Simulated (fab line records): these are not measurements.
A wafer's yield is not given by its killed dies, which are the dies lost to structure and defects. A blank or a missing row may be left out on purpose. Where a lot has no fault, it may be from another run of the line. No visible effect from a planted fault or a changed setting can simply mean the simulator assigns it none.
Chamber matching ; flow nand harc ; NHARC_A_CHANNEL_FILL_D1_ALD_14 on ald hk-04 has 4 sister chambers
The step deposits SiO2, target thk 2.5 nm, pulse time 10 s, ald cycles 25. 4 wafers are shown with their chamber, then 10 later ones without.

WAFERS, EACH WITH ITS CHAMBER
wafer;chamber;heater power w (W)
L089.1;0;472
L089.5;2;474
L091.3;1;438
L091.4;3;427

WAFERS WITH NO CHAMBER GIVEN
wafer;heater power w (W)
L091.5;429
L090.1;469
L090.4;433
L090.5;472
L095.2;451
L095.4;470
L095.6;468
L095.1;461
L095.3;438
L095.5;441

WHICH CHAMBER EACH WENT THROUGH
wafer;from the rows above;in truth
L091.5;can't be placed: 3 or 1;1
L090.1;can't be placed: 0 or 2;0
L090.4;can't be placed: 1 or 3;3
L090.5;can't be placed: 0 or 2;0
L095.2;can't be placed: 1 or 0 or 2 or 3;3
L095.4;can't be placed: 0 or 2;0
L095.6;can't be placed: 0 or 2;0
L095.1;can't be placed: 0 or 2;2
L095.3;can't be placed: 1 or 3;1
L095.5;can't be placed: 1 or 3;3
Placed correctly: 0 of 10. Can't be placed from these rows: 10 (the true chamber is among the candidates in 10). Wrongly placed: 0.
How it was worked out, from the rows above alone: a wafer's distance from a chamber is the root of the sum, over the readings, of the square of ((its reading less the chamber's mean) divided by the reading's scatter). The wafer belongs to the nearest chamber; if the next one is less than 2 further off, it can't be placed. For every chamber, the mean is computed from those of its wafers that are shown. The scatter: with one shown wafer a chamber, the root of the mean of the squares of how far each hidden wafer lies from its nearest shown one.
